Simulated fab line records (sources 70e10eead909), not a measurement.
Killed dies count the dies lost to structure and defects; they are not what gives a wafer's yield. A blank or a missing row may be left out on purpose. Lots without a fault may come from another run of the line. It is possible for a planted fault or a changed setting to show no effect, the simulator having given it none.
Matching of chambers / flow nand_harc / NHARC_A_CONTACT_ETCH_88 on rie_diel-01: 4 sister chambers
The step etches the open film in CF4, target depth 39 nm, time 65 s. 16 wafers are shown with their chamber, then 8 later ones without.

WAFERS WITH THEIR CHAMBER
wafer=L076.2; chamber=1; showerhead_plenum_p_Torr (Torr)=1.76; drypump_motor_current_A (A)=5.5; rf_vpp_V (V)=150.8
wafer=L076.4; chamber=3; showerhead_plenum_p_Torr (Torr)=1.67; drypump_motor_current_A (A)=5.8; rf_vpp_V (V)=149.3
wafer=L076.5; chamber=2; showerhead_plenum_p_Torr (Torr)=1.88; drypump_motor_current_A (A)=5.7; rf_vpp_V (V)=153.7
wafer=L079.1; chamber=0; showerhead_plenum_p_Torr (Torr)=1.72; drypump_motor_current_A (A)=5.4; rf_vpp_V (V)=149.6
wafer=L079.2; chamber=1; showerhead_plenum_p_Torr (Torr)=1.76; drypump_motor_current_A (A)=5.5; rf_vpp_V (V)=152.2
wafer=L079.4; chamber=2; showerhead_plenum_p_Torr (Torr)=1.88; drypump_motor_current_A (A)=5.8; rf_vpp_V (V)=152.1
wafer=L078.1; chamber=1; showerhead_plenum_p_Torr (Torr)=1.76; drypump_motor_current_A (A)=5.4; rf_vpp_V (V)=151.9
wafer=L078.3; chamber=0; showerhead_plenum_p_Torr (Torr)=1.72; drypump_motor_current_A (A)=5.3; rf_vpp_V (V)=151.2
wafer=L078.4; chamber=3; showerhead_plenum_p_Torr (Torr)=1.67; drypump_motor_current_A (A)=5.8; rf_vpp_V (V)=149.3
wafer=L080.1; chamber=1; showerhead_plenum_p_Torr (Torr)=1.76; drypump_motor_current_A (A)=5.4; rf_vpp_V (V)=150.7
wafer=L080.3; chamber=2; showerhead_plenum_p_Torr (Torr)=1.88; drypump_motor_current_A (A)=5.7; rf_vpp_V (V)=152.5
wafer=L080.5; chamber=2; showerhead_plenum_p_Torr (Torr)=1.88; drypump_motor_current_A (A)=5.7; rf_vpp_V (V)=152.6
wafer=L089.2; chamber=2; showerhead_plenum_p_Torr (Torr)=1.87; drypump_motor_current_A (A)=5.7; rf_vpp_V (V)=151.7
wafer=L089.4; chamber=1; showerhead_plenum_p_Torr (Torr)=1.75; drypump_motor_current_A (A)=5.4; rf_vpp_V (V)=151.3
wafer=L089.5; chamber=2; showerhead_plenum_p_Torr (Torr)=1.87; drypump_motor_current_A (A)=5.7; rf_vpp_V (V)=153.5
wafer=L088.2; chamber=3; showerhead_plenum_p_Torr (Torr)=1.66; drypump_motor_current_A (A)=5.8; rf_vpp_V (V)=149.5

SIGNATURES (averages over the wafers above)
reading=showerhead_plenum_p_Torr; chamber 0=1.7200; chamber 1=1.7580; chamber 2=1.8767; chamber 3=1.6667; scatter within a chamber=0.00483
reading=drypump_motor_current_A; chamber 0=5.350; chamber 1=5.440; chamber 2=5.717; chamber 3=5.800; scatter within a chamber=0.0459
reading=rf_vpp_V; chamber 0=150.400; chamber 1=151.380; chamber 2=152.683; chamber 3=149.367; scatter within a chamber=0.713
Rule: a wafer's distance from a chamber is the root of the sum, over the readings, of the square of ((its reading less the chamber's mean) divided by the reading's scatter). The wafer belongs to the nearest chamber; if the next one is less than 2 further off, it can't be placed. How the scatter is found: for the shown wafers, subtract from each reading the mean of its chamber, square and add these, divide the total by (wafers less chambers), then take the root.

WAFERS WITH NO CHAMBER GIVEN
wafer=L088.4; showerhead_plenum_p_Torr (Torr)=1.87; drypump_motor_current_A (A)=5.7; rf_vpp_V (V)=151.6
wafer=L088.5; showerhead_plenum_p_Torr (Torr)=1.87; drypump_motor_current_A (A)=5.7; rf_vpp_V (V)=153.1
wafer=L091.3; showerhead_plenum_p_Torr (Torr)=1.71; drypump_motor_current_A (A)=5.4; rf_vpp_V (V)=151.9
wafer=L091.4; showerhead_plenum_p_Torr (Torr)=1.87; drypump_motor_current_A (A)=5.7; rf_vpp_V (V)=152.2
wafer=L091.6; showerhead_plenum_p_Torr (Torr)=1.87; drypump_motor_current_A (A)=5.7; rf_vpp_V (V)=152.4
wafer=L095.2; showerhead_plenum_p_Torr (Torr)=1.65; drypump_motor_current_A (A)=5.9; rf_vpp_V (V)=149.5
wafer=L095.4; showerhead_plenum_p_Torr (Torr)=1.71; drypump_motor_current_A (A)=5.4; rf_vpp_V (V)=149.9
wafer=L095.6; showerhead_plenum_p_Torr (Torr)=1.71; drypump_motor_current_A (A)=5.3; rf_vpp_V (V)=148.6

THE CHAMBER EACH PASSED THROUGH
wafer=L088.4; from the rows above=2; in truth=2
wafer=L088.5; from the rows above=2; in truth=2
wafer=L091.3; from the rows above=0; in truth=0
wafer=L091.4; from the rows above=2; in truth=2
wafer=L091.6; from the rows above=2; in truth=2
wafer=L095.2; from the rows above=3; in truth=3
wafer=L095.4; from the rows above=0; in truth=0
wafer=L095.6; from the rows above=0; in truth=0
8 of 8 placed correctly. Number that these rows cannot place: 0. 0 placed wrongly.
